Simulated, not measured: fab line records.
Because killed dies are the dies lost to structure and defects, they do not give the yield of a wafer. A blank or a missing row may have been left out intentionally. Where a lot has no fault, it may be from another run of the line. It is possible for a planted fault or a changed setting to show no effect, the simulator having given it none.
Chamber matching	flow nand harc	NHARC_P_CONTACT_DEP_30 on pecvd-01: 3 sister chambers
The step deposits SiNx, target thk 30 nm. 3 wafers are shown with their chamber, then 10 later ones without.

WAFERS, EACH WITH ITS CHAMBER
wafer	chamber	heater power w (W)
L089.4	2	638
L090.2	1	775
L090.4	0	707

WAFERS WHOSE CHAMBER IS MISSING
wafer	heater power w (W)
L090.6	782
L092.2	764
L092.3	638
L092.6	625
L093.1	797
L093.3	644
L093.5	782
L095.1	590
L095.4	753
L095.6	578

THE CHAMBER EACH PASSED THROUGH
wafer	from the rows above	in truth
L090.6	1	1
L092.2	can't be placed: 1 or 0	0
L092.3	2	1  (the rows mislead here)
L092.6	2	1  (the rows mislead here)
L093.1	1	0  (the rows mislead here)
L093.3	2	2
L093.5	1	1
L095.1	2	2
L095.4	can't be placed: 1 or 0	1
L095.6	2	2
5 of 10 placed correctly. Cannot be placed on the basis of these rows: 2; the candidates contain the true chamber in 2. 3 placed wrongly.
How it was worked out, from the rows above alone: a wafer's distance from a chamber is the root of the sum, over the readings, of the square of ((its reading less the chamber's mean) divided by the reading's scatter). The wafer belongs to the nearest chamber; if the next one is less than 2 further off, it can't be placed. Each chamber's mean is taken over the wafers shown for it. The scatter: root of mean squared gap, hidden wafer to nearest shown wafer, with one shown wafer a chamber.
